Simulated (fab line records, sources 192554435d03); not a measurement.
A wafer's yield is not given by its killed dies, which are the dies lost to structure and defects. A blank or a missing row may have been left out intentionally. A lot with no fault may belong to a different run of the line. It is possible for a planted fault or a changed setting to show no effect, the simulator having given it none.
Shared-tool check -- flow n5Finfet -- Sampled: 9 lots, 24 wafers

## WHAT PROMPTED THE OPENING
Of 9 lots, 2 have the reading RS_SD_N flagged at N5_SD_ACTIVATION_RS_MEAS_03. No-fault wafers: 21.81 ohm/sq, standard deviation 0.27.
Rule: a lot is flagged when every wafer of it that has a number lies more than 4 standard deviations from that mean, or none has a number. The rest of the lots are taken to be sound.

lot,measured,on,"RS_SD_N (ohm/sq), wafer by wafer",flag
L495,day 3 10:23,filmMetro-01,21.37 21.66,
L500,day 4 16:56,filmMetro-02,22.11 22.01 22.16,
L501,day 4 22:47,filmMetro-02,21.72 21.46 21.71,
L502,day 5 04:10,filmMetro-01,21.52 21.55 21.32,
L504,day 5 16:32,filmMetro-01,21.85 21.54,
L508,day 6 17:20,filmMetro-02,16.21 16.30 16.58,FLAGGED
L510,day 7 05:47,filmMetro-02,16.28 16.50 16.44,FLAGGED
L515,day 8 09:07,filmMetro-01,21.50 21.75,
L517,day 9 03:08,filmMetro-01,21.94 21.99 22.13,
Average over the flagged lots: 16.39 ohm/sq; offset from the usual -5.42 ohm/sq, equal to -20 standard deviations.

## LOT BY LOT: THE TOOL USED
4 process steps preceding the reading are held in the record, out of 1938 steps in the route. Cell contents, in order: the tool; ch with the chambers the sampled wafers went through; the start.
lot,flag,N5_SD_EPI_P_ETCH_37,N5_SD_EPI_P_ETCH_16,N5_SD_EPI_P_SD_RECESS_17,N5_SD_ACTIVATION_LSA_01
L495,,"rieDiel-01 ch 0,3, day 3 05:20","rieDiel-01 ch 0,3, day 3 05:52","rieSi-05 ch 2, day 3 05:58","laserAnneal-02 ch 0, day 3 10:13"
L500,,"rieDiel-03 ch 0,1,2, day 4 12:49","rieDiel-03 ch 0,1,2, day 4 13:21","rieSi-05 ch 0,2, day 4 13:25","laserAnneal-02 ch 0, day 4 16:45"
L501,,"rieDiel-02 ch 0,1,3, day 4 18:38","rieDiel-02 ch 0,1,3, day 4 19:09","rieSi-02 ch 0,2,3, day 4 19:13","laserAnneal-01 ch 0, day 4 22:35"
L502,,"rieDiel-02 ch 1,2,3, day 4 23:57","rieDiel-02 ch 1,2,3, day 5 00:28","rieSi-05 ch 1, day 5 00:35","laserAnneal-02 ch 0, day 5 03:58"
L504,,"rieDiel-03 ch 2,3, day 5 12:32","rieDiel-03 ch 2,3, day 5 12:55","rieSi-02 ch 0,3, day 5 13:01","laserAnneal-02 ch 0, day 5 16:22"
L508,FLAGGED,"rieDiel-01 ch 0,1,2, day 6 13:13","rieDiel-01 ch 0,1,2, day 6 13:44","rieSi-05 ch 0,2, day 6 13:49","laserAnneal-02 ch 0, day 6 17:08"
L510,FLAGGED,"rieDiel-02 ch 0,1, day 7 00:50","rieDiel-02 ch 0,1, day 7 01:22","rieSi-05 ch 0,1,3, day 7 01:26","laserAnneal-02 ch 0, day 7 05:35"
L515,,"rieDiel-01 ch 1, day 8 05:00","rieDiel-01 ch 1, day 8 05:32","rieSi-05 ch 1,3, day 8 05:36","laserAnneal-01 ch 0, day 8 08:56"
L517,,"rieDiel-03 ch 0,1,3, day 8 22:11","rieDiel-03 ch 0,1,3, day 8 22:42","rieSi-02 ch 0,1, day 8 22:46","laserAnneal-01 ch 0, day 9 02:58"
What the steps here do:
- N5_SD_EPI_P_ETCH_37: etches SOC in N2/H2, overetch 108 nm, time 486 s.
- N5_SD_EPI_P_ETCH_16: etches SiO2 in CHF3/O2, target depth 5 nm.
- N5_SD_EPI_P_SD_RECESS_17: chemistry HBr/Cl2/O2, target depth 39.1 nm, bt time 3 s.
- N5_SD_ACTIVATION_LSA_01: time 0.0008 s.
- N5_SD_ACTIVATION_RS_MEAS_03: measures by four-point-probe.

## FLAGGED OVER TOTAL, TOOL BY TOOL (the gauges that took the reading come last)
step,tool,lots run,flagged,share of the flagged lots,sound lots run after its first flagged lot
N5_SD_EPI_P_ETCH_37,rieDiel-01,3,1,some,1 (L515)
N5_SD_EPI_P_ETCH_37,rieDiel-02,3,1,some,0
N5_SD_EPI_P_ETCH_37,rieDiel-03,3,0,none,-
N5_SD_EPI_P_ETCH_16,rieDiel-01,3,1,some,1 (L515)
N5_SD_EPI_P_ETCH_16,rieDiel-02,3,1,some,0
N5_SD_EPI_P_ETCH_16,rieDiel-03,3,0,none,-
N5_SD_EPI_P_SD_RECESS_17,rieSi-02,3,0,none,-
N5_SD_EPI_P_SD_RECESS_17,rieSi-05,6,2,all,1 (L515)
N5_SD_ACTIVATION_LSA_01,laserAnneal-01,3,0,none,-
N5_SD_ACTIVATION_LSA_01,laserAnneal-02,6,2,all,0
N5_SD_ACTIVATION_RS_MEAS_03,filmMetro-01,5,0,none,-
N5_SD_ACTIVATION_RS_MEAS_03,filmMetro-02,4,2,all,0

## THE TABLE: WHAT IT ALLOWS
3 rows of the table ran every flagged lot: rieSi-05 at N5_SD_EPI_P_SD_RECESS_17, laserAnneal-02 at N5_SD_ACTIVATION_LSA_01, filmMetro-02 at N5_SD_ACTIVATION_RS_MEAS_03.
- rieSi-05 at N5_SD_EPI_P_SD_RECESS_17: 2 of its 6 lots flagged. After the first flagged lot (L515), sound lots still ran on it; a lasting fault on the whole tool would not permit that.
- laserAnneal-02 at N5_SD_ACTIVATION_LSA_01: 2 of its 6 lots flagged. A fault beginning between L504 (day 5 16:22), its last sound lot, and L508 (day 6 17:08), its first flagged one, fits the data. Its own readings lie more than 4 standard deviations out on every wafer of the flagged lots: wafer_temp_C_max.
- filmMetro-02 at N5_SD_ACTIVATION_RS_MEAS_03: 2 of its 4 lots flagged. A fault beginning between L501 (day 4 22:47), its last sound lot, and L508 (day 6 17:20), its first flagged one, fits the data.
These 2 tools cannot be told apart by counting lots, since each of them fits a fault that started at some hour. More lots, or a look at what each step does to the wafer, might.

## WHAT THE SIMULATOR PUT IN
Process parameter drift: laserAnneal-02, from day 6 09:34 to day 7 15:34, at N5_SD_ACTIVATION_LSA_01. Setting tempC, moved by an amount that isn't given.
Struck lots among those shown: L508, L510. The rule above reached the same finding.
